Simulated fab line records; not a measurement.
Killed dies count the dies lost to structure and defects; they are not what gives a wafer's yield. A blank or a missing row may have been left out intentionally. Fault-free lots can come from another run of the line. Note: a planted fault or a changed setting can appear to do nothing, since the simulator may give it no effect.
Matching of chambers + flow n5_finfet + 4 sister chambers for N5_BEOL_M0_ETCH_128 on rie_diel-01
The step etches SiCN in CF4/N2, target depth 12 nm, overetch 5.1 nm, time 21.4 s. 14 wafers are shown with their chamber, then 7 later ones without.

## WAFERS WITH THEIR CHAMBER
| wafer  | chamber | showerhead_plenum_p_Torr (Torr) | throttle_valve_pct (%) | drypump_motor_current_A (A) |
|--------|---------|---------------------------------|------------------------|-----------------------------|
| L078.1 | 0       | 2.33                            | 15.02                  | 5.7                         |
| L078.2 | 3       | 2.17                            | 15.03                  | 5.5                         |
| L078.4 | 1       | 2.30                            | 15.62                  | 5.5                         |
| L079.1 | 2       | 2.27                            | 15.81                  | 5.7                         |
| L079.4 | 0       | 2.33                            | 15.02                  | 5.7                         |
| L079.6 | 0       | 2.33                            | 15.02                  | 5.7                         |
| L083.2 | 2       | 2.27                            | 15.81                  | 5.6                         |
| L083.5 | 1       | 2.30                            | 15.65                  | 5.5                         |
| L083.6 | 2       | 2.27                            | 15.80                  | 5.7                         |
| L084.1 | 3       | 2.17                            | 15.07                  | 5.5                         |
| L084.3 | 0       | 2.33                            | 15.03                  | 5.7                         |
| L084.5 | 1       | 2.30                            | 15.66                  | 5.5                         |
| L090.1 | 2       | 2.26                            | 15.86                  | 5.7                         |
| L090.5 | 2       | 2.27                            | 15.85                  | 5.7                         |

SIGNATURES, as means of the wafers listed above
| reading                  | chamber 0 | chamber 1 | chamber 2 | chamber 3 | scatter within a chamber |
|--------------------------|-----------|-----------|-----------|-----------|--------------------------|
| showerhead_plenum_p_Torr | 2.3300    | 2.3000    | 2.2680    | 2.1700    | 0.00283                  |
| throttle_valve_pct       | 15.0225   | 15.6433   | 15.8260   | 15.0500   | 0.0216                   |
| drypump_motor_current_A  | 5.700     | 5.500     | 5.680     | 5.500     | 0.0283                   |
Rule: a wafer lies at a distance from a chamber equal to the root of the sum of squares, over the readings, of (its reading less the chamber's mean, divided by the reading's scatter). The wafer belongs to the nearest chamber; if the next one is less than 2 further off, it can't be placed. The scatter: take each reading less its chamber's mean, square it, sum over the shown wafers, divide by the number of wafers less the number of chambers, and take the root.

## WAFERS MISSING THEIR CHAMBER
| wafer  | showerhead_plenum_p_Torr (Torr) | throttle_valve_pct (%) | drypump_motor_current_A (A) |
|--------|---------------------------------|------------------------|-----------------------------|
| L090.6 | 2.16                            | 15.09                  | 5.5                         |
| L093.2 | 2.32                            | 15.07                  | 5.7                         |
| L093.4 | 2.26                            | 15.87                  | 5.6                         |
| L093.6 | 2.29                            | 15.69                  | 5.5                         |
| L096.1 | 2.26                            | 15.32                  | 5.7                         |
| L096.3 | 2.31                            | 15.09                  | 5.7                         |
| L096.4 | 2.28                            | 15.72                  | 5.5                         |

## CHAMBER TAKEN BY EACH
| wafer  | from the rows above     | in truth |
|--------|-------------------------|----------|
| L090.6 | 3                       | 3        |
| L093.2 | 0                       | 0        |
| L093.4 | 2                       | 2        |
| L093.6 | 1                       | 1        |
| L096.1 | can't be placed: 1 or 2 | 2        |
| L096.3 | 0                       | 0        |
| L096.4 | can't be placed: 1 or 2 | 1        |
5 of 7 placed correctly. Cannot be placed on the basis of these rows: 2; the candidates contain the true chamber in 2. Number placed wrongly: 0.
